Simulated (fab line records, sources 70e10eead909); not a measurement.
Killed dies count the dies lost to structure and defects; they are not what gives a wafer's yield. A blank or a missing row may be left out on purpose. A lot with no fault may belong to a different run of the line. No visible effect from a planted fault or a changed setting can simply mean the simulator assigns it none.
Which tool is to blame?	flow nand-harc	11 lots with 33 wafers sampled at 5 steps, on a route of 1159 steps

WHAT EACH GAUGE READ, for each wafer
NHARC_END_SORT_01.
lot	measured	on	killed-at-array	killed-at-other	killed-at-periphery	killed-dies	killed-open	killed-short
L736	day 23 22:16	prober-01	15 530 14	1 0 2	6 2 6	22 532 22	5 3 7	1 1 1

WHAT TOOL EACH LOT RAN ON (gives the tool, then ch and the chambers of the sampled wafers, and finally the start)
lot	NHARC_A_STAIRCASE_TRIM_24	NHARC_A_STAIRCASE_DESCUM_186	NHARC_A_STAIRCASE_ETCH_197	NHARC_A_STAIRCASE_TRIM_202
L717	rie-diel-13 ch 0,2,3, day 11 06:47 or earlier	rie-diel-13 ch 0,1,3, day 11 06:47	rie-diel-13 ch 0,2,3, day 11 08:06	rie-diel-13 ch 0,1,3, no start
L718	rie-diel-13 ch 0,2,3, day 11 11:48 or earlier	rie-diel-11 ch 0,3, day 11 11:48	rie-diel-11 ch 2,3, day 11 13:09	rie-diel-11 ch 2,3, no start
L720	rie-diel-11 ch 2,3, day 11 21:26 or earlier	rie-diel-01 ch 0,1,3, day 11 21:26	rie-diel-11 ch 0,2,3, day 11 22:46	rie-diel-11 ch 0,2,3, no start
L721	rie-diel-01 ch 1,3, day 12 08:59 or earlier	rie-diel-13 ch 0,2, day 12 08:59	rie-diel-13 ch 1,3, day 12 10:28	rie-diel-13 ch 1,2, no start
L722	rie-diel-13 ch 0,1,3, day 12 09:35 or earlier	rie-diel-11 ch 0,2,3, day 12 09:35	rie-diel-11 ch 1,2,3, day 12 11:01	rie-diel-11 ch 0,1,2, no start
L724	rie-diel-01 ch 0,1,3, day 12 22:32 or earlier	rie-diel-13 ch 2,3, day 12 22:32	rie-diel-01 ch 1,2,3, day 12 23:52	rie-diel-01 ch 0,1,2, no start
L725	rie-diel-11 ch 1,2,3, day 13 03:17 or earlier	rie-diel-11 ch 0,2,3, day 13 03:17	rie-diel-13 ch 0,2,3, day 13 04:56	rie-diel-13 ch 0,1,3, no start
L729	rie-diel-13 ch 0,1,2, day 14 01:07 or earlier	rie-diel-13 ch 2,3, day 14 01:07	rie-diel-11 ch 0,2, day 14 02:31	rie-diel-11 ch 0,2,3, no start
L728	rie-diel-11 ch 0,1,2, day 14 09:15 or earlier	rie-diel-13 ch 0,1, day 14 09:15	rie-diel-13 ch 0,1,2, day 14 10:49	rie-diel-13 ch 1,2, no start
L732	rie-diel-11 ch 0,1,3, day 14 18:37 or earlier	rie-diel-11 ch 0,1,2, day 14 18:37	rie-diel-13 ch 0,2,3, day 14 20:08	rie-diel-13 ch 0,2,3, no start
L736	rie-diel-11 ch 0,2, day 15 18:33 or earlier	rie-diel-01 ch 0,1, day 15 18:33	rie-diel-01 ch 2,3, day 15 19:52	rie-diel-01 ch 0,1,2, day 23 22:16 or earlier
- NHARC_A_STAIRCASE_TRIM_24: chemistry O2, time 211.2 s.
- NHARC_A_STAIRCASE_DESCUM_186: chemistry O2, time 3 s.
- NHARC_A_STAIRCASE_ETCH_197: etches the open film in C4F8/O2, target depth 100 nm, time 40.5 s.
- NHARC_A_STAIRCASE_TRIM_202: chemistry O2, time 211.2 s.

AS READ BY THE TOOLS THEMSELVES (means over the sampled wafers that have a number; for cases with no such wafer, the mark the record gives instead)
NHARC_A_STAIRCASE_TRIM_24.
lot	tool	drypump-motor-current-A (A)	oes-product-au (a.u.)	rf-vpp-V (V)	showerhead-plenum-p-Torr (Torr)	throttle-valve-pct (%)
L717	rie-diel-13	5.8	1.005	57.7	3.60	17.039
L718	rie-diel-13	5.8	1.011	57.8	3.60	17.048
L720	rie-diel-11	5.7	0.992	56.8	3.50	17.034
L721	rie-diel-01	6.0	1.006	57.1	3.42	17.039
L722	rie-diel-13	5.9	1.000	58.2	3.61	17.034
L724	rie-diel-01	5.8	0.999	58.3	3.50	17.034
L725	rie-diel-11	5.7	0.993	57.5	3.51	17.044
L729	rie-diel-13	5.8	1.008	58.3	3.64	17.048
L728	rie-diel-11	5.6	0.991	57.7	3.51	17.034
L732	rie-diel-11	5.7	0.990	57.7	3.60	17.037
L736	rie-diel-11	5.5	1.009	58.1	3.59	17.029

NHARC_A_STAIRCASE_DESCUM_186.
lot	tool	drypump-motor-current-A (A)	oes-product-au (a.u.)	rf-vpp-V (V)	showerhead-plenum-p-Torr (Torr)	throttle-valve-pct (%)
L717	rie-diel-13	5.8	1.013	57.9	1.96	11.310
L718	rie-diel-11	5.6	0.995	58.6	2.01	11.315
L720	rie-diel-01	5.8	0.998	58.3	1.90	11.309
L721	rie-diel-13	6.2	1.009	57.8	2.02	11.316
L722	rie-diel-11	5.6	0.995	57.3	1.95	11.301
L724	rie-diel-13	5.4	1.010	57.0	1.89	11.311
L725	rie-diel-11	5.6	0.991	57.6	1.95	11.312
L729	rie-diel-13	5.3	1.014	58.5	1.91	11.319
L728	rie-diel-13	5.9	1.011	58.2	1.98	11.314
L732	rie-diel-11	5.6	1.004	58.0	1.90	11.309
L736	rie-diel-01	5.7	1.005	57.9	1.84	11.306

NHARC_A_STAIRCASE_ETCH_197.
lot	tool	oes-product-au (a.u.)	rf-fwd-power-W (W)	rf-vpp-V (V)	run-length-s (s)
L717	rie-diel-13	0.951	593.7	899	61.8
L718	rie-diel-11	0.932	594.2	898	61.3
L720	rie-diel-11	0.957	593.8	898	61.9
L721	rie-diel-13	0.946	592.2	896	61.5
L722	rie-diel-11	0.941	595.1	895	61.6
L724	rie-diel-01	0.957	594.5	896	61.6
L725	rie-diel-13	0.958	592.0	898	61.9
L729	rie-diel-11	0.981	595.8	899	62.1
L728	rie-diel-13	0.961	592.7	900	61.8
L732	rie-diel-13	0.960	592.4	898	62.0
L736	rie-diel-01	0.936	589.4	901	58.6

NHARC_A_STAIRCASE_TRIM_202.
lot	tool	drypump-motor-current-A (A)	oes-product-au (a.u.)	rf-vpp-V (V)	showerhead-plenum-p-Torr (Torr)	throttle-valve-pct (%)
L717	rie-diel-13	5.9	0.998	58.0	3.61	17.028
L718	rie-diel-11	5.7	0.987	58.2	3.58	17.039
L720	rie-diel-11	5.6	1.003	58.7	3.60	17.047
L721	rie-diel-13	5.3	1.012	57.7	3.58	17.037
L722	rie-diel-11	5.6	0.994	57.2	3.52	17.042
L724	rie-diel-01	5.7	1.012	57.5	3.54	17.029
L725	rie-diel-13	5.9	1.020	58.6	3.60	17.033
L729	rie-diel-11	5.6	0.994	58.6	3.59	17.026
L728	rie-diel-13	5.4	1.013	58.0	3.57	17.037
L732	rie-diel-13	5.8	1.017	58.0	3.59	17.035
L736	rie-diel-01	5.7	1.001	57.5	3.53	17.024

THE ANSWER, worked out from the rows above alone
Rule: what is usual is taken from the lots themselves. Put in order of their means at a reading, lots are off if they are a third of the lots or fewer, leave a main group of 4 or more, and stand apart from it by a gap of 3 or more times the standard deviation of the main group's means; of several such gaps the widest counts. If all means in a main group match to the digits the tables above print for the reading, that group is not used. A lot without any number at a reading at which 4 lots or more have one is off too. The other lots that the step has rows for count as sound. Order of review: gauges by route order, followed by the tools' own readings, for which a lot's mean as printed above is used. At the first step where some lot is off, the reading lying furthest off is the one used; lots without a number count as furthest.
Off: L736, at NHARC_A_STAIRCASE_ETCH_197 (run-length-s). The main group: mean 61.8 s, standard deviation 0.23.
A tool fits if, at that step or a process step before it, it ran every lot that is off, and no sound lot after the first of them. With no start given for some of its lots, NHARC_A_STAIRCASE_TRIM_24 uses the hours and lot order of NHARC_A_STAIRCASE_DESCUM_186. Undecided on this evidence; 2 tools fit (rie-diel-11 at NHARC_A_STAIRCASE_TRIM_24, rie-diel-01 at NHARC_A_STAIRCASE_DESCUM_186 and NHARC_A_STAIRCASE_ETCH_197).

WHAT WAS PUT IN BY THE SIMULATOR
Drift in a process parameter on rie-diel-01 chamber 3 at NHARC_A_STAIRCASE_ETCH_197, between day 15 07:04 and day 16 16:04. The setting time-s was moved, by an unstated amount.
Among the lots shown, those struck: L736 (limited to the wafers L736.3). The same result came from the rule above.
